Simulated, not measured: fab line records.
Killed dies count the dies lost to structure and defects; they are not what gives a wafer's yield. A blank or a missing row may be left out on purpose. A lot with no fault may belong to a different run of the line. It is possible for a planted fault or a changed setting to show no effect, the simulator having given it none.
Matching of chambers | flow n5Finfet | 4 sister chambers for N5_GATE_CUT_CMP_23 on cmp-04
The step polishes, stops on SiO2, t overpolish 23.4 s, target thk 16 nm. 8 wafers are shown with their chamber, then 8 later ones without.

== EACH WAFER AND ITS CHAMBER ==
wafer  | chamber | motorCurrentA (A) | timeToEndpointS (s)
L078.5 | 2       | 8.8               | 18
L079.6 | 1       | 10.4              | 17
L085.1 | 1       | 10.7              | 21
L085.3 | 0       | 9.3               | 17
L085.5 | 2       | 8.8               | 22
L087.1 | 0       | 9.0               | 21
L087.5 | 3       | 10.6              | 26
L088.1 | 3       | 11.1              | 25

== WAFERS MISSING THEIR CHAMBER ==
wafer  | motorCurrentA (A) | timeToEndpointS (s)
L088.3 | 8.7               | 25
L088.6 | 9.1               | 23
L094.2 | 8.7               | 16
L094.4 | 8.6               | 19
L094.6 | 9.1               | 20
L096.2 | 9.1               | 19
L096.4 | 8.4               | 17
L096.6 | 8.4               | 18

== WHICH CHAMBER EACH WENT THROUGH ==
wafer  | from the rows above     | in truth
L088.3 | can't be placed: 2 or 0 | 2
L088.6 | can't be placed: 0 or 2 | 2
L094.2 | can't be placed: 2 or 0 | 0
L094.4 | can't be placed: 2 or 0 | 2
L094.6 | can't be placed: 0 or 2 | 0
L096.2 | can't be placed: 0 or 2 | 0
L096.4 | can't be placed: 2 or 0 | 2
L096.6 | can't be placed: 2 or 0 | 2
0 of 8 placed correctly. Can't be placed from these rows: 8 (the true chamber is among the candidates in 8). Number placed wrongly: 0.
How it was worked out, from the rows above alone: a wafer's distance from a chamber is the root of the sum, over the readings, of the square of ((its reading less the chamber's mean) divided by the reading's scatter). The wafer belongs to the nearest chamber; if the next one is less than 2 further off, it can't be placed. A chamber's mean is the mean of its shown wafers. How the scatter is found: for the shown wafers, subtract from each reading the mean of its chamber, square and add these, divide the total by (wafers less chambers), then take the root.
